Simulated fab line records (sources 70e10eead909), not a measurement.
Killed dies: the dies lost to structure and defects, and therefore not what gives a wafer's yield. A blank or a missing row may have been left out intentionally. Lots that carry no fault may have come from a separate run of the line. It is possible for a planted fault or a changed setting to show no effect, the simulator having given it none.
fab line records | flow nand_harc
record lots=6 | wafers=18 | last_day=26
route steps=1159 shown P_M0@282 P_M1@285
lots that met no fault: taken from a fault-free run of the same line
start_h: hours from the record's first day to the start of the lot's first wafer shown | wait_h: hours elapsed since this lot's preceding step | " repeats the value in the row above | L1.1+2: several wafers, shown together as one row | - no value, or no start given | * or withheld: withheld | < > ~ a bound
route shown NAME@n: names a module that has steps shown in the file, with the first one's number in the route | usual: mean/standard deviation taken from wafers without a fault | same: alike in all rows | chamber/n: place in a boat | sites: the reading at each site | _std_site: the standard deviation of these | _edge_site: outer sites' mean less inner sites' | radius_mm: how far each site lies from the wafer's centre | mask NAME#n: copy n | behind: the last tool/chamber to shape the wafer | hold: why the lot was held/for how many hours/how that ended | device: the n, p or np transistor that did not switch | end of line: tests of these same wafers at the route's end | step lacking rows: just its recipe | killed: at the first sort, the dies lost to defects and structure; wafer yield is something else | map: the dies of a wafer, with x for killed, . for not killed, _ for no die there
set.NAME: the setting as run; set.NAME@STEP: as run at that earlier step | model.NAME: the simulator's own value behind a step, which no gauge read
certain route steps with their lots: each step a table, each wafer a row
services: the hour from which a tool's chamber was out of use, counted from the record's first day as start_h (under 0 if before that day), plus the number of hours and why
## steps
# step NHARC_P_M0_INSPECT_27
# usual raw_defect_count=339/120
lot.wafer | tool              | chamber | start_h | wait_h | raw_defect_count
L859.1    | defect_inspect-02 | -       | 150.85  | 0.0    | 227
L859.5    | "                 | -       | "       | "      | 189
L859.6    | "                 | -       | "       | "      | 224
L860.2    | defect_inspect-01 | -       | 158.47  | 0.0    | 553
L860.3    | "                 | -       | "       | "      | 346
L860.6    | "                 | -       | "       | "      | 382
L863.2    | defect_inspect-01 | -       | 176.66  | 0.0    | 380
L863.4    | "                 | -       | "       | "      | 192
L863.6    | "                 | -       | "       | "      | 457
L864.2    | defect_inspect-02 | -       | 181.45  | 0.0    | 244
L864.4    | "                 | -       | "       | "      | 208
L864.5    | "                 | -       | "       | "      | 320
L872.1    | defect_inspect-01 | -       | 242.35  | 0.0    | 301
L872.4    | "                 | -       | "       | "      | 536
L872.6    | "                 | -       | "       | "      | 477
L876.1    | defect_inspect-02 | -       | 250.06  | 0.0    | 387
L876.2    | "                 | -       | "       | "      | 317
L876.4    | "                 | -       | "       | "      | 400
# step NHARC_P_M0_PRE_CLEAN_31
# recipe time_s=12 | temp_c=370 | rf_power_w=300 | gas=NH3
# usual heater_power_w=640/73
# same time_s=12
lot.wafer | tool     | chamber | start_h | wait_h | heater_power_w | since_wet_clean_h
L859.1    | pecvd-04 | 2       | 150.95  | 0.1    | 631            | 124
L859.5    | "        | 2       | "       | "      | 631            | -
L859.6    | "        | 0       | "       | "      | 563            | -
L860.3    | pecvd-03 | 1       | 158.54  | 0.1    | 718            | 34
L860.2    | "        | 0       | "       | "      | 591            | 34
L860.6    | "        | 2       | "       | "      | 658            | -
L863.2    | pecvd-01 | 1       | 176.74  | 0.1    | 655            | 107
L863.6    | "        | 0       | "       | "      | 750            | -
L863.4    | "        | 2       | "       | "      | 817            | -
L864.2    | pecvd-04 | 0       | 181.51  | 0.1    | 507            | 155
L864.4    | "        | 1       | "       | "      | 609            | -
L864.5    | "        | 2       | "       | "      | 632            | -
L872.1    | pecvd-04 | 2       | 242.43  | 0.1    | 652            | 34
L872.6    | "        | 1       | "       | "      | 609            | -
L872.4    | "        | 2       | "       | "      | 639            | -
L876.2    | pecvd-04 | 1       | 250.15  | 0.1    | 583            | 42
L876.1    | "        | 2       | "       | "      | 634            | 42
L876.4    | "        | 0       | "       | "      | 601            | -
# step NHARC_P_M0_DEP_32
# recipe target_thk_a=300 | temp_c=370 | target_thk_nm=30 | pressure_torr=3 | flow_sccm=200 | rf_w=450 | material=SiCN
# usual heater_power_w=594/73
lot.wafer | tool     | chamber | start_h | wait_h | heater_power_w | since_wet_clean_h
L859.1    | pecvd-04 | 2       | 151.03  | 0.1    | 499            | 124
L859.5    | "        | 2       | "       | "      | 500            | -
L859.6    | "        | 0       | "       | "      | 505            | -
L860.3    | pecvd-03 | 1       | 158.62  | 0.1    | 556            | 34
L860.2    | "        | 0       | "       | "      | 659            | 35
L860.6    | "        | 2       | "       | "      | 671            | -
L863.2    | pecvd-01 | 1       | 176.85  | 0.1    | 556            | 108
L863.6    | "        | 0       | "       | "      | 643            | -
L863.4    | "        | 2       | "       | "      | 697            | -
L864.2    | pecvd-04 | 0       | 181.59  | 0.1    | 451            | 155
L864.4    | "        | 1       | "       | "      | 565            | -
L864.5    | "        | 2       | "       | "      | 552            | -
L872.1    | pecvd-04 | 2       | 242.54  | 0.1    | 595            | 35
L872.6    | "        | 1       | "       | "      | 619            | -
L872.4    | "        | 2       | "       | "      | 593            | -
L876.2    | pecvd-04 | 1       | 250.26  | 0.1    | 557            | 42
L876.1    | "        | 2       | "       | "      | 580            | 42
L876.4    | "        | 0       | "       | "      | 577            | -
# step NHARC_P_M1_DEP_00
# recipe target_thk_a=1825 | target_thk_nm=182.5 | temp_c=withheld | pressure_torr=5 | flow_sccm=200 | rf_w=600 | material=SiOC
# step NHARC_P_M1_DEHYDRATE_01
# recipe temp_c=150 | time_s=120
# step NHARC_P_M1_HMDS_02
# recipe time_s=30
# step NHARC_P_M1_COAT_34
# recipe temp_c=200 | time_s=65
# step NHARC_P_M1_COAT_03
# recipe spin_rpm=1500 | resist_thk_nm=90
# step NHARC_P_M1_SOFTBAKE_04
# recipe temp_c=105 | time_s=55
# step NHARC_P_M1_EBR_05
# step NHARC_P_M1_EXPOSE_06
# recipe na=1.35 | target_cd_nm=130 | dose_mj=81.88 | mask_id=P_M1
# step NHARC_P_M1_PEB_07
# recipe peb_temp_c=100 | peb_time_s=65
# usual chill_plate_temp_C=22.98/0.099 | exhaust_pa=45.0/0.84 | resist_line_temp_C=23.00/0.12
lot.wafer | tool           | chamber | start_h | wait_h | chill_plate_temp_C | exhaust_pa | resist_line_temp_C
L859.1    | litho_track-04 | 0       | 152.18  | 0.1    | 22.93              | 45.2       | 23.07
L859.5    | "              | 0       | "       | "      | 22.92              | 45.3       | 23.07
L859.6    | "              | 0       | "       | "      | 22.96              | 45.3       | 22.99
L860.2    | litho_track-06 | 0       | 159.76  | 0.1    | 22.96              | 45.1       | 23.16
L860.3    | "              | 0       | "       | "      | 22.87              | 44.7       | 23.13
L860.6    | "              | 0       | "       | "      | 23.04              | 44.8       | 23.05
L863.2    | litho_track-04 | -       | 177.85  | 0.1    | -                  | -          | -
L863.4    | "              | -       | "       | "      | -                  | -          | -
L863.6    | "              | -       | "       | "      | -                  | -          | -
L864.2    | litho_track-04 | -       | 182.77  | 0.1    | -                  | -          | -
L864.4    | "              | -       | "       | "      | -                  | -          | -
L864.5    | "              | -       | "       | "      | -                  | -          | -
L872.1    | litho_track-06 | 0       | 243.64  | 0.1    | 22.96              | 45.5       | 23.05
L872.4    | "              | 0       | "       | "      | 23.08              | 45.5       | 23.09
L872.6    | "              | 0       | "       | "      | 22.84              | 46.7       | 22.84
L876.1    | litho_track-06 | 0       | 251.39  | 0.1    | 23.09              | 45.3       | 23.07
L876.2    | "              | 0       | "       | "      | 23.10              | 45.4       | 22.85
L876.4    | "              | 0       | "       | "      | 23.09              | 44.4       | 23.03
# step NHARC_P_M1_DEVELOP_08
# recipe develop_time_s=35 | dev_temp_c=23
## services
tool           | chamber | start_h | hours | kind
pecvd-04       | 2       | 130.30  | 5.5   | repair
litho_track-04 | -       | 141.00  | 7.0   | pm
pecvd-04       | -       | 195.00  | 13.0  | pm
pecvd-04       | 0       | 195.00  | 13.0  | vent_cycle
pecvd-04       | 1       | 195.00  | 13.0  | vent_cycle
pecvd-04       | 2       | 195.00  | 13.0  | vent_cycle
pecvd-01       | -       | 197.14  | 2.9   | repair
pecvd-04       | 0       | 208.00  | -     | clean
pecvd-04       | 1       | 208.00  | -     | clean
pecvd-04       | 2       | 208.00  | -     | clean
pecvd-03       | 0       | 221.68  | 15.8  | repair
pecvd-01       | -       | 237.40  | 13.0  | pm
pecvd-01       | 0       | 237.40  | 13.0  | vent_cycle
pecvd-01       | 1       | 237.40  | 13.0  | vent_cycle
pecvd-01       | 2       | 237.40  | 13.0  | vent_cycle
pecvd-01       | 0       | 250.40  | -     | clean
pecvd-01       | 1       | 250.40  | -     | clean
pecvd-01       | 2       | 250.40  | -     | clean
## key
first_sign step=NHARC_P_M1_PEB_07 | reading=tool_record | direction=missing
effect none on later readings
met_at NHARC_P_M1_PEB_07
struck_wafers L863.2,L863.4,L863.6,L864.2,L864.4,L864.5
rows_end L864.2,L864.4,L864.5
later_rows_left_out L863.2,L863.4,L863.6
sort_left_out L863.2,L863.4,L863.6
onset_between 152.18 177.85
earlier_fault kind=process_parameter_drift | tool=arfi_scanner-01 | chamber=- | onset_h=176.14 | steps=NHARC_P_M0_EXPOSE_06 | channel=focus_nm | offset=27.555 | spread_by_wafer=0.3 | shape=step
fault kind=skipped_step_whole | tool=litho_track-04 | chamber=- | onset_h=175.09 | steps=NHARC_P_M1_PEB_07 | scope=struck_lots_only
# sort_left_out: the simulated sort isn't trusted on such a fault, so these wafers' sort isn't shown, and their yield isn't known
# later_rows_left_out: the simulator's readings of these wafers behind a module that went badly wrong aren't trusted and aren't shown, but for the sort
# rows_end: these wafers met a further fault down the route, and their rows from its step on are left out
